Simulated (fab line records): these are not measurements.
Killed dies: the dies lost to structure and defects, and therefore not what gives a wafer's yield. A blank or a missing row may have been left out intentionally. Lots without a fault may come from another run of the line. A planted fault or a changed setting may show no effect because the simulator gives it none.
fab line records	flow nand_harc
[record] lots = 7	wafers = 21	last_day = 32
route steps=1302 shown A_STAIRCASE@699 END@1302
lots that met no fault: from a run of the same line without faults
start_h: start of the lot's first displayed wafer, in hours after the record's first day	wait_h: time in hours since the lot's previous step	" repeats the value in the row above	L1.1+2: a row that stands for several wafers	- either no value or no given start	* or withheld: withheld	< > ~ a bound
route shown NAME@n: NAME is a module with steps in the file, n the number in the route of the first one	usual: average and standard deviation across the fault-free wafers	same: alike in all rows	chamber/n: place in a boat	sites: per-site readings	_std_site: how widely they spread, as a standard deviation	_edge_site: inner sites' mean taken away from outer sites' mean	radius_mm: how far each site lies from the wafer's centre	mask NAME#n: copy n	behind: the last tool/chamber to shape the wafer	hold: what put the lot on hold/how long, in hours/how the hold closed	device: which transistor (n, p or np) failed to switch	end of line: the route-end tests of the same wafers	where a step has no rows: the recipe by itself	killed: not the wafer's yield, but the dies lost to structure and defects at the first sort	map: the dies of a wafer, with x for killed, . for not killed, _ for no die there
set.NAME: the run value of the setting; set.NAME@STEP: its run value at that earlier step	model.NAME: the simulator's own value behind a step, which no gauge read
a table for each step, a row for each wafer; lots at some steps of the route
services: a tool's chamber out of use, with start hour (start_h, from the record's first day; less than 0 if before it), hours out, and reason
[[steps]]
[step NHARC_A_STAIRCASE_HARDBAKE_185]
[recipe] temp_c = 120	time_s = 140
[step NHARC_A_STAIRCASE_DESCUM_186]
[recipe] time_s = 3	o2_flow_sccm = 200	ar_flow_sccm = 0	bias_power_w = 0	chemistry = O2
[step NHARC_A_STAIRCASE_TRIM_187]
[recipe] time_s = 211.2	o2_flow_sccm = 500	ar_flow_sccm = 0	bias_w = 0	chemistry = O2
[usual] drypump_motor_current_A = 5.7/0.61	oes_product_au = 1.002/0.0069	rf_vpp_V = 57.8/0.95	showerhead_plenum_p_Torr = 3.53/0.16	throttle_valve_pct = 17.037/0.0086
[same] bias_w = 0
lot.wafer	tool	chamber	start_h	wait_h	drypump_motor_current_A	oes_product_au	rf_hours_counter_h	rf_vpp_V	showerhead_plenum_p_Torr	throttle_valve_pct
L318.4	rie_diel-09	1	346.14	0.1	5.5	1.004	8	56.9	3.29	17.033
L318.2	"	2	"	"	5.8	0.992	8	59.5	3.59	17.031
L318.5	"	3	"	"	6.4	1.005	-	57.8	3.66	17.039
L324.3	rie_diel-12	2	410.71	0.1	6.4	0.999	43	57.0	3.38	17.035
L324.4	"	3	"	"	6.4	1.005	44	58.4	3.72	17.053
L324.6	"	3	"	"	6.3	1.002	-	59.1	3.72	17.040
L333.2	rie_diel-12	3	511.50	0.1	6.3	0.991	17	58.5	3.70	17.027
L333.6	"	0	"	"	5.0	1.002	-	59.2	3.80	17.028
L333.5	"	1	"	"	4.8	1.002	-	57.5	3.47	17.044
L334.3	rie_diel-09	2	531.78	0.1	5.7	1.010	7	56.5	3.56	17.044
L334.2	"	3	"	"	6.5	1.010	6	58.2	3.63	17.042
L334.1	"	0	"	"	5.2	1.000	9	58.1	3.48	17.014
L335.2	rie_diel-12	3	532.82	0.1	6.3	1.002	23	58.2	3.70	17.030
L335.6	"	0	"	"	5.0	1.005	-	58.2	3.80	17.044
L335.5	"	1	"	"	4.8	0.996	-	58.5	3.46	17.039
L336.3	rie_diel-13	1	544.25	0.1	5.2	1.003	8	57.3	3.47	17.038
L336.1	"	3	"	"	5.0	1.004	6	57.2	3.63	17.048
L336.5	"	0	"	"	6.5	1.008	-	57.0	3.34	17.053
L339.3	rie_diel-12	2	560.78	0.1	6.5	1.006	34	56.8	3.35	17.030
L339.2	"	0	"	"	5.0	1.001	32	58.9	3.79	17.021
L339.6	"	3	"	"	6.3	0.997	-	58.1	3.70	17.022
[step NHARC_A_STAIRCASE_ETCH_188]
[recipe] target_depth_a = 1000	time_s = 40.5	ion_energy_ev = 400	c4f8_flow_sccm = 20	o2_flow_sccm = 10	ar_flow_sccm = withheld	rf_w = 600	bias_w = 1000	chemistry = C4F8/O2
[step NHARC_A_STAIRCASE_TRIM_189]
[recipe] time_s = 211.2	o2_flow_sccm = 500	ar_flow_sccm = 0	bias_w = 0	chemistry = O2
[step NHARC_A_STAIRCASE_ETCH_190]
[recipe] target_depth_a = 1000	time_s = 40.5	ion_energy_ev = 400	c4f8_flow_sccm = 20	o2_flow_sccm = 10	ar_flow_sccm = withheld	rf_w = 600	bias_w = 1000	chemistry = C4F8/O2
[usual] bias_w = 1000/3.1	oes_product_au = 0.946/0.0092	rf_fwd_power_W = 591.7/2.6	rf_vpp_V = 896/5.8	run_length_s = 61.8/0.3
lot.wafer	tool	chamber	start_h	wait_h	bias_w	oes_product_au	rf_fwd_power_W	rf_hours_counter_h	rf_vpp_V	run_length_s
L318.4	rie_diel-09	2	-	-	1002	0.954	593.4	8	899	61.8
L318.2	"	3	"	"	995	0.943	592.0	9	902	61.2
L318.5	"	1	"	"	995	0.966	584.9	-	888	61.4
L324.3	rie_diel-12	2	-	-	999	0.952	592.0	43	890	62.0
L324.4	"	3	"	"	999	0.948	592.8	44	902	61.6
L324.6	"	2	"	"	997	0.940	592.8	-	890	62.3
L333.2	rie_diel-12	3	-	-	1003	0.955	592.9	17	901	61.3
L333.5	"	1	"	"	996	0.952	588.9	-	895	61.7
L333.6	"	2	"	"	1004	0.946	591.7	-	889	61.9
L334.3	rie_diel-09	0	-	-	1004	0.938	590.0	9	894	61.3
L334.2	"	1	"	"	1002	0.940	589.8	9	905	61.5
L334.1	"	2	"	"	1002	0.939	596.4	7	898	61.6
L335.2	rie_diel-12	0	-	-	1002	0.946	591.8	22	906	61.7
L335.5	"	0	"	"	999	0.949	590.6	-	906	61.8
L335.6	"	1	"	"	998	0.926	594.7	-	893	61.6
L336.3	rie_diel-13	0	-	-	1000	0.939	592.0	6	888	62.1
L336.1	"	3	"	"	1000	0.955	594.1	6	899	61.5
L336.5	"	0	"	"	1004	0.946	593.8	-	890	61.8
L339.3	rie_diel-12	0	-	-	1002	0.936	592.1	33	905	61.7
L339.2	"	1	"	"	1001	0.952	592.9	38	893	61.7
L339.6	"	0	"	"	1003	0.939	591.8	-	905	61.6
[step NHARC_A_STAIRCASE_TRIM_191]
[recipe] time_s = 211.2	o2_flow_sccm = 500	ar_flow_sccm = 0	bias_w = 0	chemistry = O2
[step NHARC_A_STAIRCASE_ETCH_192]
[recipe] target_depth_a = 1000	time_s = 40.5	ion_energy_ev = 400	c4f8_flow_sccm = 20	o2_flow_sccm = 10	ar_flow_sccm = withheld	rf_w = 600	bias_w = 1000	chemistry = C4F8/O2
[step NHARC_A_STAIRCASE_TRIM_193]
[recipe] time_s = 211.2	o2_flow_sccm = 500	ar_flow_sccm = 0	bias_w = 0	chemistry = O2
[step NHARC_A_STAIRCASE_ETCH_194]
[recipe] target_depth_a = 1000	time_s = 40.5	ion_energy_ev = 400	c4f8_flow_sccm = 20	o2_flow_sccm = 10	ar_flow_sccm = withheld	rf_w = 600	bias_w = 1000	chemistry = C4F8/O2
[usual] bias_w = 1000/3	oes_product_au = 0.945/0.011	rf_fwd_power_W = 591.9/2.7	rf_vpp_V = 896/5.8	run_length_s = 61.78/0.28
lot.wafer	tool	chamber	start_h	wait_h	bias_w	oes_product_au	rf_fwd_power_W	rf_hours_counter_h	rf_vpp_V	run_length_s
L318.2	rie_diel-09	1	-	-	1001	0.942	586.5	9	888	61.78
L318.4	"	2	"	"	999	0.926	593.1	9	899	61.96
L318.5	"	1	"	"	1002	0.939	588.8	-	887	61.57
L324.4	rie_diel-12	0	-	-	998	0.950	588.5	47	886	61.49
L324.3	"	3	"	"	1002	0.939	589.2	44	904	61.42
L324.6	"	0	"	"	996	0.945	591.6	-	886	61.85
L333.2	rie_diel-12	3	-	-	998	0.935	592.5	18	903	61.50
L333.6	"	2	"	"	1000	0.955	593.1	-	891	62.05
L333.5	"	3	"	"	1001	0.943	589.8	-	903	61.61
L334.2	rie_diel-09	1	-	-	1004	0.921	587.2	9	906	61.63
L334.3	"	3	"	"	997	0.958	588.3	7	900	61.49
L334.1	"	0	"	"	1003	0.937	591.9	9	894	61.79
L335.2	rie_diel-12	3	-	-	999	0.938	595.1	23	902	61.57
L335.6	"	2	"	"	997	0.941	590.8	-	889	62.65
L335.5	"	3	"	"	1002	0.935	593.4	-	904	61.53
L336.1	rie_diel-13	2	-	-	999	0.963	591.3	8	888	61.87
L336.3	"	3	"	"	1002	0.945	592.2	6	898	61.51
L336.5	"	2	"	"	997	0.956	591.7	-	889	61.70
L339.2	rie_diel-12	0	-	-	998	0.930	588.1	33	904	61.64
L339.3	"	1	"	"	997	0.939	593.7	38	894	61.79
L339.6	"	1	"	"	1002	0.944	591.8	-	894	62.08
[step NHARC_A_STAIRCASE_TRIM_196]
[recipe] time_s = 211.2	o2_flow_sccm = 500	ar_flow_sccm = 0	bias_w = 0	chemistry = O2
[usual] drypump_motor_current_A = 5.7/0.57	oes_product_au = 1.002/0.0073	rf_vpp_V = 57.8/1	showerhead_plenum_p_Torr = 3.53/0.15	throttle_valve_pct = 17.036/0.0096
[same] bias_w = 0
lot.wafer	tool	chamber	start_h	wait_h	drypump_motor_current_A	oes_product_au	rf_hours_counter_h	rf_vpp_V	showerhead_plenum_p_Torr	throttle_valve_pct
L318.2	rie_diel-09	1	347.28	0.1	5.5	1.015	9	58.9	3.29	17.039
L318.4	"	0	"	"	5.2	0.994	10	58.2	3.52	17.044
L318.5	"	2	"	"	5.8	0.986	-	57.2	3.59	17.038
L324.3	rie_diel-13	3	411.75	0.1	5.0	1.006	25	59.5	3.65	17.027
L324.4	"	0	"	"	6.5	1.011	25	57.2	3.36	17.035
L324.6	"	2	"	"	5.8	1.013	-	57.0	3.37	17.051
L333.2	rie_diel-09	0	512.54	0.1	5.2	0.992	2	56.9	3.49	17.044
L333.6	"	1	"	"	5.5	1.006	-	58.8	3.81	17.050
L333.5	"	2	"	"	5.7	0.989	-	57.3	3.56	17.043
L334.3	rie_diel-09	0	532.82	0.1	5.2	0.983	9	57.6	3.48	17.038
L334.1	"	1	"	"	5.5	1.006	9	59.2	3.80	17.041
L334.2	"	3	"	"	6.5	1.005	7	57.4	3.63	17.042
L335.2	rie_diel-09	2	534.02	0.1	5.8	1.004	8	58.1	3.56	17.028
L335.6	"	1	"	"	5.5	1.005	-	58.1	3.80	17.037
L335.5	"	2	"	"	5.8	0.997	-	57.8	3.56	17.039
L336.3	rie_diel-13	0	545.26	0.1	6.5	1.007	6	56.4	3.34	17.045
L336.1	"	3	"	"	5.0	0.996	6	57.1	3.63	17.028
L336.5	"	0	"	"	6.5	1.006	-	58.3	3.34	17.055
L339.3	rie_diel-12	3	561.94	0.1	6.3	1.006	32	58.2	3.70	17.046
L339.2	"	0	"	"	5.0	0.992	33	58.0	3.79	17.021
L339.6	"	3	"	"	6.3	0.997	-	58.0	3.70	17.035
[step NHARC_A_STAIRCASE_ETCH_197]
[recipe] target_depth_a = 1000	time_s = 40.5	ion_energy_ev = 400	c4f8_flow_sccm = 20	o2_flow_sccm = 10	ar_flow_sccm = withheld	rf_w = 600	bias_w = 1000	chemistry = C4F8/O2
[usual] bias_w = 1000/3.1	oes_product_au = 0.951/0.013	rf_fwd_power_W = 592.1/2.6	rf_vpp_V = 896/5.4	run_length_s = 61.8/0.31
lot.wafer	tool	chamber	start_h	wait_h	bias_w	oes_product_au	rf_fwd_power_W	rf_hours_counter_h	rf_vpp_V	run_length_s
L318.4	rie_diel-09	1	347.49	-	1001	0.949	589.9	9	886	61.6
L318.2	"	2	"	"	997	0.940	592.6	9	898	61.8
L318.5	"	3	"	"	1004	0.941	587.2	-	903	61.5
L324.4	rie_diel-13	1	411.93	-	999	0.964	595.1	23	893	62.5
L324.3	"	2	"	"	1000	0.961	592.0	20	893	61.6
L324.6	"	1	"	"	999	0.964	596.6	-	893	61.9
L333.2	rie_diel-09	0	512.69	-	999	0.952	590.4	2	894	62.1
L333.5	"	1	"	"	-	0.942	-	-	905	52.0
L333.6	"	2	"	"	1002	0.938	596.4	-	899	62.4
L334.3	rie_diel-09	3	533.02	-	997	0.954	587.8	7	899	61.2
L334.1	"	0	"	"	-	0.925	-	9	895	52.0
L334.2	"	1	"	"	1006	0.934	591.2	10	906	61.6
L335.2	rie_diel-09	2	534.21	-	1004	0.966	595.4	8	899	62.4
L335.6	"	3	"	"	1001	0.983	590.2	-	899	61.6
L335.5	"	0	"	"	-	0.973	-	-	893	51.8
L336.1	rie_diel-13	3	545.46	-	998	0.946	594.9	6	900	61.8
L336.3	"	2	"	"	997	0.947	589.4	8	889	61.9
L336.5	"	0	"	"	1001	0.933	594.1	-	890	62.3
L339.2	rie_diel-12	0	562.11	-	1002	0.951	590.9	33	906	61.7
L339.3	"	3	"	"	1004	0.937	589.2	32	902	61.9
L339.6	"	0	"	"	1003	0.956	589.8	-	904	61.7
[step NHARC_A_STAIRCASE_TRIM_198]
[recipe] time_s = 211.2	o2_flow_sccm = 500	ar_flow_sccm = 0	bias_w = 0	chemistry = O2
[usual] drypump_motor_current_A = 5.7/0.58	oes_product_au = 1.002/0.0086	rf_vpp_V = 57.7/0.88	showerhead_plenum_p_Torr = 3.52/0.15	throttle_valve_pct = 17.036/0.0091
[same] bias_w = 0
lot.wafer	tool	chamber	start_h	wait_h	drypump_motor_current_A	oes_product_au	rf_hours_counter_h	rf_vpp_V	showerhead_plenum_p_Torr	throttle_valve_pct
L318.4	rie_diel-09	3	-	-	6.5	0.995	10	58.2	3.66	17.039
L318.2	"	1	"	"	5.5	1.018	9	57.9	3.29	17.056
L318.5	"	0	"	"	5.2	1.002	-	57.1	3.52	17.053
L324.4	rie_diel-13	0	-	-	6.5	1.005	25	58.4	3.36	17.054
L324.3	"	2	"	"	5.8	0.996	21	59.3	3.37	17.030
L324.6	"	0	"	"	6.4	0.992	-	56.7	3.36	17.050
L333.2	rie_diel-09	3	-	-	6.5	0.992	2	57.8	3.64	17.035
L333.6	"	0	"	"	5.2	0.981	-	57.0	3.49	17.033
L333.5	"	1	"	"	5.5	1.001	-	59.6	3.81	17.043
L334.3	rie_diel-09	2	-	-	5.8	1.007	7	57.6	3.56	17.045
L334.1	"	3	"	"	6.5	1.028	7	58.3	3.63	17.050
L334.2	"	0	"	"	5.2	0.998	9	57.5	3.48	17.040
L335.2	rie_diel-09	1	-	-	5.5	0.992	10	59.8	3.80	17.045
L335.6	"	3	"	"	6.5	0.994	-	58.2	3.63	17.030
L335.5	"	0	"	"	5.2	0.991	-	57.9	3.48	17.041
L336.3	rie_diel-13	0	-	-	6.5	1.018	6	59.1	3.34	17.043
L336.1	"	3	"	"	5.0	1.005	6	59.1	3.63	17.014
L336.5	"	0	"	"	6.5	0.996	-	56.4	3.34	17.032
L339.3	rie_diel-12	2	-	-	6.5	1.003	35	56.9	3.35	17.052
L339.2	"	1	"	"	4.8	1.007	38	57.0	3.46	17.026
L339.6	"	2	"	"	6.4	0.999	-	57.0	3.35	17.040
[step NHARC_END_SORT_01]
[recipe] temp_c = 25
[usual] killed_at_array = 52/16	killed_at_other = 0.8/1.1	killed_at_periphery = 4.2/2.5	killed_dies = 57/16	killed_open = 3.4/2	killed_short = 2.6/1.6
[same] gross_dies = 677
lot.wafer	tool	chamber	start_h	wait_h	killed_at_array	killed_at_other	killed_at_periphery	killed_dies	killed_open	killed_short
L333.5	prober-02	0	711.48	3.7	316	1	2	319	2	4
L334.1	prober-01	0	742.92	2.5	148	1	7	156	2	2
L335.5	prober-02	0	746.09	3.7	190	1	7	198	1	0
// killed by level:class
L333.5 A_STAIRCASE:area_etch=236 A_SLIT:chamber_film_flake=33 A_CHANNEL_HOLE_D2:chamber_film_flake=16 A_CONTACT:chamber_film_flake=8 A_CHANNEL_HOLE_D1:chamber_film_flake=7 A_STAIRCASE:chamber_film_flake=4 A_DECK1_JOINT:chamber_film_flake=3 A_CHANNEL_FILL_D2:chamber_film_flake=3
L334.1 A_STAIRCASE:area_etch=110 A_CHANNEL_HOLE_D2:chamber_film_flake=15 A_CHANNEL_HOLE_D1:chamber_film_flake=7 A_SLIT:chamber_film_flake=4 A_CONTACT:chamber_film_flake=3 P_STI:chamber_film_flake=2 P_GATE:chamber_film_flake=2 P_M2:chamber_film_flake=2
L335.5 A_STAIRCASE:area_etch=161 A_CHANNEL_HOLE_D1:chamber_film_flake=20 P_M2:chamber_film_flake=5 A_STAIRCASE:chamber_film_flake=5 A_SLIT:chamber_film_flake=2 A_ONON_D2:geometric_particle:open=1 P_ZERO_WELL:chamber_film_flake=1 P_STI:chamber_film_flake=1
// map L333.5 (x killed, . not)
____________x____________
_________......._________
_______xx.....x..._______
______....x..x.....______
_____.x.x.x.....x..._____
____x.....xxx..x..x..____
____.x...xx.x........____
___....xxxxxxx.xxx.xxx___
___..x.xxxx.xxx.xxx.x.___
__....x.xxxxx.xxx.x..x.__
__.xx......xxxxx..x...x__
_.x..xxxxxxxx....xxxx..._
_x...xxxxxxxxx.x..xxx..x_
_x....xxxxx.xxxxxxxxx..._
_.x..x.x.x.xxxxxx.xxx.xx_
_x.xx.xxxx..xxxxxxxxxxx._
.xx.xxxxxxxxxxxxxxxxxxxxx
xxxxxxx.xxxx..xxxxxxxxxxx
xx....xxxxxxxxx.xxxxxxxxx
xx.x..xxxxxxxxxxxxx.xxxxx
...xx.xxxxx.xxxx.x.....x.
_..x..xxxxxxxxxxxx..x..x_
_.....x.xxxxxxxxxxx....._
_.....xx..xxxxxx.x.x...._
_..x.x...x..xx.x.x......_
_..x...x.xxx.xx.x......._
__.....x....x.xx.x.....__
__........x...xx..x....__
___..x..xx.xxx..x.....___
___...x..x.xx.....x...___
____x.x....x.........____
____x................____
_____.........x....._____
______....x........______
_______..........._______
_________......._________
____________.____________
// map L334.1 (x killed, . not)
____________.____________
_________......._________
_______....x......_______
______.............______
_____x.............x_____
____..............xx.____
____.................____
___x.............x....___
___.x.................___
__.....................__
__.......xx..x.......x.__
_................x...x.._
_...........xxx......x.._
_...xx..........xx...x.._
_xx........x............_
_xxx......x...x...x....._
xxxx.........x...x...xx..
xxx.......x..........x...
xxx.x..........x........x
xxxx..........x....x....x
xxx....x.....x..........x
_x....x.....x.........x._
_.xx..xx.x.x............_
_......x...x.....xx....._
_x......x....x......x..x_
_x.....x.x...x.x..xx..x._
__xxxxx.....x...xx....x__
__x........xx..x...x...__
___x.x.x.xx...x..x.x..___
___x.x.....xxx....x...___
____x.x.xx...x.x.x...____
____x...xx..x...x.xxx____
_____...x.xx....x.x._____
______x....x...xx.x______
_______xxxx.x....x_______
_________xxx..xx_________
____________x____________
[[services]]
tool	chamber	start_h	hours	kind
rie_diel-09	0	329.17	-	clean
rie_diel-09	1	329.17	-	clean
rie_diel-09	2	329.17	-	clean
rie_diel-09	2	329.17	-	consumable_replace:focus_ring
rie_diel-09	3	329.17	-	clean
rie_diel-09	3	329.17	-	consumable_replace:focus_ring
rie_diel-13	-	334.71	0.5	repair
rie_diel-12	1	339.56	4.2	repair
rie_diel-13	-	342.05	9.0	pm
rie_diel-09	0	356.06	-	clean
rie_diel-09	1	356.06	-	clean
rie_diel-09	2	356.06	-	clean
rie_diel-09	3	356.06	-	clean
rie_diel-13	2	361.68	7.6	repair
rie_diel-09	0	380.56	-	clean
rie_diel-09	1	380.56	-	clean
rie_diel-09	2	380.56	-	clean
rie_diel-09	3	380.56	-	clean
rie_diel-09	0	415.18	2.8	repair
rie_diel-12	-	446.40	9.0	pm
rie_diel-12	0	465.41	9.0	repair
rie_diel-09	-	497.46	9.0	pm
rie_diel-13	-	519.05	9.0	pm
rie_diel-13	-	541.96	0.2	repair
[[key]]
[first_sign] step = NHARC_A_STAIRCASE_ETCH_197	reading = run_length_s	direction = down	sigmas = 32	usual = *	struck = *
[effect] step = NHARC_END_SORT_01	reading = killed_at_array	direction = up	sigmas = 10	usual = 52	struck = 218
[more_kills_born_at] NHARC_A_STAIRCASE_ETCH_197@rie_diel-09 = 507
met_at NHARC_A_STAIRCASE_ETCH_197
struck_wafers L333.5,L334.1,L335.5
tester_left_out L333,L334,L335
onset_between 347.49 512.69
[fault] kind = process_parameter_drift	tool = rie_diel-09	chamber = -	onset_h = 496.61	steps = NHARC_A_STAIRCASE_ETCH_197	channel = time_s	offset = *	shape = step	end_h = 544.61	scope = struck_wafers_only	acts_in = *	stated = *
// tester_left_out: of these lots the tester's yield and bins aren't shown, on N5 and GAA mostly nor the transistor test; their killed dies are dies lost to structure and defects alone, not to doping, threshold or leakage, so they don't give the yield
